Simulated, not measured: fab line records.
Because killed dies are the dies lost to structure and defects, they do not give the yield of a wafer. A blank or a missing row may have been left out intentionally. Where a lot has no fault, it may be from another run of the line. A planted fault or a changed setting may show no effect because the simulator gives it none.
Chamber matching || flow n5Finfet || N5_BEOL_M15_DESCUM_33 on rieDiel-06: 4 sister chambers
The step chemistry O2, time 7.9 s. 18 wafers are shown with their chamber, then 9 later ones without.

## WAFERS PAIRED WITH THEIR CHAMBERS
{"wafer": "L076.1", "chamber": 1, "showerheadPlenumPTorr (Torr)": 1.96, "throttleValvePct (%)": 20.16, "oesProductAu (a.u.)": 0.71}
{"wafer": "L076.2", "chamber": 0, "showerheadPlenumPTorr (Torr)": 2.03, "throttleValvePct (%)": 20.14, "oesProductAu (a.u.)": 0.83}
{"wafer": "L076.4", "chamber": 3, "showerheadPlenumPTorr (Torr)": 1.98, "throttleValvePct (%)": 20.46, "oesProductAu (a.u.)": 0.73}
{"wafer": "L077.1", "chamber": 2, "showerheadPlenumPTorr (Torr)": 2.09, "throttleValvePct (%)": 20.86, "oesProductAu (a.u.)": 0.73}
{"wafer": "L077.4", "chamber": 0, "showerheadPlenumPTorr (Torr)": 2.02, "throttleValvePct (%)": 20.12, "oesProductAu (a.u.)": 0.83}
{"wafer": "L077.6", "chamber": 1, "showerheadPlenumPTorr (Torr)": 1.96, "throttleValvePct (%)": 20.18, "oesProductAu (a.u.)": 0.70}
{"wafer": "L083.1", "chamber": 0, "showerheadPlenumPTorr (Torr)": 2.02, "throttleValvePct (%)": 20.14, "oesProductAu (a.u.)": 0.83}
{"wafer": "L083.2", "chamber": 2, "showerheadPlenumPTorr (Torr)": 2.09, "throttleValvePct (%)": 20.88, "oesProductAu (a.u.)": 0.73}
{"wafer": "L083.6", "chamber": 2, "showerheadPlenumPTorr (Torr)": 2.09, "throttleValvePct (%)": 20.85, "oesProductAu (a.u.)": 0.72}
{"wafer": "L084.3", "chamber": 2, "showerheadPlenumPTorr (Torr)": 2.09, "throttleValvePct (%)": 20.86, "oesProductAu (a.u.)": 0.72}
{"wafer": "L084.5", "chamber": 3, "showerheadPlenumPTorr (Torr)": 1.97, "throttleValvePct (%)": 20.48, "oesProductAu (a.u.)": 0.72}
{"wafer": "L084.6", "chamber": 2, "showerheadPlenumPTorr (Torr)": 2.09, "throttleValvePct (%)": 20.86, "oesProductAu (a.u.)": 0.72}
{"wafer": "L087.1", "chamber": 0, "showerheadPlenumPTorr (Torr)": 2.02, "throttleValvePct (%)": 20.19, "oesProductAu (a.u.)": 0.81}
{"wafer": "L087.3", "chamber": 3, "showerheadPlenumPTorr (Torr)": 1.97, "throttleValvePct (%)": 20.50, "oesProductAu (a.u.)": 0.71}
{"wafer": "L087.4", "chamber": 2, "showerheadPlenumPTorr (Torr)": 2.09, "throttleValvePct (%)": 20.88, "oesProductAu (a.u.)": 0.71}
{"wafer": "L088.1", "chamber": 2, "showerheadPlenumPTorr (Torr)": 2.09, "throttleValvePct (%)": 20.88, "oesProductAu (a.u.)": 0.71}
{"wafer": "L088.4", "chamber": 2, "showerheadPlenumPTorr (Torr)": 2.09, "throttleValvePct (%)": 20.89, "oesProductAu (a.u.)": 0.71}
{"wafer": "L088.5", "chamber": 3, "showerheadPlenumPTorr (Torr)": 1.97, "throttleValvePct (%)": 20.50, "oesProductAu (a.u.)": 0.71}

SIGNATURES (means of the wafers above)
{"reading": "showerheadPlenumPTorr", "chamber 0": 2.0225, "chamber 1": 1.9600, "chamber 2": 2.0900, "chamber 3": 1.9725, "scatter within a chamber": 0.00327}
{"reading": "throttleValvePct", "chamber 0": 20.1475, "chamber 1": 20.1700, "chamber 2": 20.8700, "chamber 3": 20.4850, "scatter within a chamber": 0.0196}
{"reading": "oesProductAu", "chamber 0": 0.8250, "chamber 1": 0.7050, "chamber 2": 0.7188, "chamber 3": 0.7175, "scatter within a chamber": 0.00891}
Rule: for each reading, subtract the chamber's mean from the wafer's reading, divide by that reading's scatter and square the result; add these up over the readings and take the root, which gives the wafer's distance from the chamber. If the next closest chamber is less than 2 further off than the closest, the wafer can't be placed; otherwise it belongs to the closest. The scatter: take each reading less its chamber's mean, square it, sum over the shown wafers, divide by the number of wafers less the number of chambers, and take the root.

## WAFERS WHOSE CHAMBER IS MISSING
{"wafer": "L090.3", "showerheadPlenumPTorr (Torr)": 2.09, "throttleValvePct (%)": 20.89, "oesProductAu (a.u.)": 0.71}
{"wafer": "L090.4", "showerheadPlenumPTorr (Torr)": 2.02, "throttleValvePct (%)": 20.18, "oesProductAu (a.u.)": 0.81}
{"wafer": "L090.6", "showerheadPlenumPTorr (Torr)": 1.97, "throttleValvePct (%)": 20.51, "oesProductAu (a.u.)": 0.71}
{"wafer": "L092.2", "showerheadPlenumPTorr (Torr)": 2.02, "throttleValvePct (%)": 20.17, "oesProductAu (a.u.)": 0.79}
{"wafer": "L092.3", "showerheadPlenumPTorr (Torr)": 2.08, "throttleValvePct (%)": 20.89, "oesProductAu (a.u.)": 0.70}
{"wafer": "L092.4", "showerheadPlenumPTorr (Torr)": 1.97, "throttleValvePct (%)": 20.51, "oesProductAu (a.u.)": 0.70}
{"wafer": "L095.2", "showerheadPlenumPTorr (Torr)": 2.01, "throttleValvePct (%)": 20.18, "oesProductAu (a.u.)": 0.79}
{"wafer": "L095.3", "showerheadPlenumPTorr (Torr)": 2.22, "throttleValvePct (%)": 19.86, "oesProductAu (a.u.)": 0.93}
{"wafer": "L095.4", "showerheadPlenumPTorr (Torr)": 1.96, "throttleValvePct (%)": 20.52, "oesProductAu (a.u.)": 0.70}

## WHICH CHAMBER EACH ONE RAN IN
{"wafer": "L090.3", "from the rows above": 2, "in truth": 2}
{"wafer": "L090.4", "from the rows above": 0, "in truth": 0}
{"wafer": "L090.6", "from the rows above": 3, "in truth": 3}
{"wafer": "L092.2", "from the rows above": 0, "in truth": 0}
{"wafer": "L092.3", "from the rows above": 2, "in truth": 2}
{"wafer": "L092.4", "from the rows above": 3, "in truth": 3}
{"wafer": "L095.2", "from the rows above": 0, "in truth": 0}
{"wafer": "L095.3", "from the rows above": 0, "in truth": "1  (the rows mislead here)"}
{"wafer": "L095.4", "from the rows above": 3, "in truth": 3}
Correctly placed: 8 of 9. Not placeable from these rows: 0. 1 placed wrongly.
